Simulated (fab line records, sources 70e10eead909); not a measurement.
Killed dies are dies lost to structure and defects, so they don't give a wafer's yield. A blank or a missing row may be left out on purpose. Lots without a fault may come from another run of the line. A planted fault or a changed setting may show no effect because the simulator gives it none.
Tool commonality check | flow nand_harc | 12 lots, 36 wafers sampled

WHY IT WAS OPENED
At NHARC_A_CONTACT_INSPECT_23 the reading raw_defect_count is flagged on 3 of 12 lots. Wafers without a fault read 529, standard deviation 140.
Rule: a lot is flagged when every wafer of it that has a number lies more than 4 standard deviations from that mean, or none has a number. The other lots count as sound.

lot  | measured     | on                | raw_defect_count, wafer by wafer | flag
L767 | day 22 21:52 | defect_inspect-01 | 409 380 330                      |
L768 | day 23 10:18 | defect_inspect-02 | 802 410 565                      |
L770 | day 23 12:11 | defect_inspect-02 | 2499 2472 2717                   | FLAGGED
L771 | day 23 21:03 | defect_inspect-02 | 2732 2677 2687                   | FLAGGED
L772 | day 24 21:00 | defect_inspect-02 | 2756 2700 2641                   | FLAGGED
L780 | day 27 11:26 | defect_inspect-02 | 393 448 583                      |
L781 | day 28 10:07 | defect_inspect-02 | 410 485 285                      |
L782 | day 28 14:35 | defect_inspect-01 | 427 480 418                      |
L783 | day 28 22:47 | defect_inspect-02 | 437 406 590                      |
L785 | day 30 01:10 | defect_inspect-02 | 686 587 499                      |
L786 | day 30 08:47 | defect_inspect-02 | 616 536 527                      |
L787 | day 30 15:47 | defect_inspect-02 | 316 460 480                      |
The numbers of the flagged lots are 2653 on average: +2124 against the usual, or +15 standard deviations.

WHICH TOOL RAN EACH LOT
The record holds 4 process steps before the reading, out of a route of 1302 steps. In each cell: the tool, then ch and the chambers that the sampled wafers went through, then the start.
lot  | flag    | NHARC_A_CONTACT_ETCH_30                       | NHARC_A_CONTACT_ETCH_137             | NHARC_A_CONTACT_ETCH_139             | NHARC_A_CONTACT_CMP_20
L767 |         | rie_diel-01 ch 1,2, day 22 18:11 or earlier   | har_cap_etch-03 ch 0,1, day 22 18:11 | har_cap_etch-03 ch 0,1, day 22 18:43 | cmp-03 ch 0,1, day 22 21:29
L768 |         | rie_diel-01 ch 0,1,2, day 23 05:57 or earlier | har_cap_etch-01 ch 1, day 23 05:57   | har_cap_etch-01 ch 1, day 23 06:29   | cmp-01 ch 2,3, day 23 09:55
L770 | FLAGGED | rie_diel-06 ch 0,1,3, day 23 08:02 or earlier | har_cap_etch-03 ch 0,1, day 23 08:02 | har_cap_etch-03 ch 0,1, day 23 08:35 | cmp-04 ch 1,2,3, day 23 11:47
L771 | FLAGGED | rie_diel-04 ch 0,1, day 23 17:07 or earlier   | har_cap_etch-02 ch 0,1, day 23 17:07 | har_cap_etch-02 ch 0,1, day 23 17:39 | cmp-03 ch 0,1,2, day 23 20:39
L772 | FLAGGED | rie_diel-04 ch 0,3, day 24 14:32              | har_cap_etch-01 ch 0,1, day 24 16:34 | har_cap_etch-01 ch 0,1, day 24 17:32 | cmp-04 ch 0,1,3, day 24 20:36
L780 |         | rie_diel-01 ch 0,3, day 27 07:41 or earlier   | har_cap_etch-01 ch 0,1, day 27 07:41 | har_cap_etch-01 ch 0,1, day 27 08:14 | cmp-03 ch 0,1,3, day 27 11:05
L781 |         | rie_diel-01 ch 1,3, day 28 06:21 or earlier   | har_cap_etch-03 ch 1, day 28 06:21   | har_cap_etch-03 ch 1, day 28 06:54   | cmp-03 ch 1,2, day 28 09:44
L782 |         | rie_diel-04 ch 0,1,2, day 28 10:44 or earlier | har_cap_etch-01 ch 0,1, day 28 10:44 | har_cap_etch-01 ch 0,1, day 28 11:17 | cmp-03 ch 0,1,2, day 28 14:12
L783 |         | rie_diel-01 ch 0,2, day 28 17:06 or earlier   | har_cap_etch-03 ch 0,1, day 28 17:06 | har_cap_etch-03 ch 0,1, day 28 17:39 | cmp-04 ch 1,2, day 28 22:23
L785 |         | rie_diel-04 ch 0,2,3, day 29 21:23 or earlier | har_cap_etch-02 ch 0,1, day 29 21:23 | har_cap_etch-02 ch 0,1, day 29 21:56 | cmp-03 ch 0,2,3, day 30 00:46
L786 |         | rie_diel-01 ch 0,2,3, day 30 05:01 or earlier | har_cap_etch-01 ch 0,1, day 30 05:01 | har_cap_etch-01 ch 0,1, day 30 05:34 | cmp-01 ch 0,2,3, day 30 08:26
L787 |         | rie_diel-06 ch 1,3, day 30 11:58 or earlier   | har_cap_etch-03 ch 0,1, day 30 11:58 | har_cap_etch-03 ch 0,1, day 30 12:31 | cmp-03 ch 1,2, day 30 15:23
What these steps do:
- NHARC_A_CONTACT_ETCH_30: etches the open film in CF4/CHF3, target depth 72.6 nm, time 36.3 s.
- NHARC_A_CONTACT_ETCH_137: etches the open film in C4F8/O2/Ar, time 311 s, target depth 1912 nm.
- NHARC_A_CONTACT_ETCH_139: etches the open film in C4F8/O2/Ar, time 195 s, target depth 840 nm.
- NHARC_A_CONTACT_CMP_20: polishes, t overpolish 30 s, target thk 300 nm.
- NHARC_A_CONTACT_INSPECT_23

FLAGGED OVER TOTAL, TOOL BY TOOL (the gauges that took the reading come last)
step                       | tool              | lots run | flagged | share of the flagged lots | sound lots run after its first flagged lot
NHARC_A_CONTACT_ETCH_30    | rie_diel-01       | 6        | 0       | none                      | -
NHARC_A_CONTACT_ETCH_30    | rie_diel-04       | 4        | 2       | some                      | 2 (L782,L785)
NHARC_A_CONTACT_ETCH_30    | rie_diel-06       | 2        | 1       | some                      | 1 (L787)
NHARC_A_CONTACT_ETCH_137   | har_cap_etch-01   | 5        | 1       | some                      | 3 (L780,L782,L786)
NHARC_A_CONTACT_ETCH_137   | har_cap_etch-02   | 2        | 1       | some                      | 1 (L785)
NHARC_A_CONTACT_ETCH_137   | har_cap_etch-03   | 5        | 1       | some                      | 3 (L781,L783,L787)
NHARC_A_CONTACT_ETCH_139   | har_cap_etch-01   | 5        | 1       | some                      | 3 (L780,L782,L786)
NHARC_A_CONTACT_ETCH_139   | har_cap_etch-02   | 2        | 1       | some                      | 1 (L785)
NHARC_A_CONTACT_ETCH_139   | har_cap_etch-03   | 5        | 1       | some                      | 3 (L781,L783,L787)
NHARC_A_CONTACT_CMP_20     | cmp-01            | 2        | 0       | none                      | -
NHARC_A_CONTACT_CMP_20     | cmp-03            | 7        | 1       | some                      | 5 (L780,L781,L782,L785,L787)
NHARC_A_CONTACT_CMP_20     | cmp-04            | 3        | 2       | some                      | 1 (L783)
NHARC_A_CONTACT_INSPECT_23 | defect_inspect-01 | 2        | 0       | none                      | -
NHARC_A_CONTACT_INSPECT_23 | defect_inspect-02 | 10       | 3       | all                       | 6 (L780,L781,L783,L785,L786,L787)
NHARC_A_CONTACT_ETCH_30 gives no start for some lots, so the hours and the order of its lots are those of NHARC_A_CONTACT_ETCH_137.

WHAT THE TABLE ALLOWS
1 row of the table ran every flagged lot: defect_inspect-02 at NHARC_A_CONTACT_INSPECT_23.
- defect_inspect-02 at NHARC_A_CONTACT_INSPECT_23: 3 of its 10 lots flagged. Sound lots ran on it after the first flagged one (L780, L781, L783, L785, L786, L787), which a lasting fault on the whole tool wouldn't allow.
No row of the table ran every flagged lot and no sound lot after the first.

WHAT THE SIMULATOR HAD PUT IN
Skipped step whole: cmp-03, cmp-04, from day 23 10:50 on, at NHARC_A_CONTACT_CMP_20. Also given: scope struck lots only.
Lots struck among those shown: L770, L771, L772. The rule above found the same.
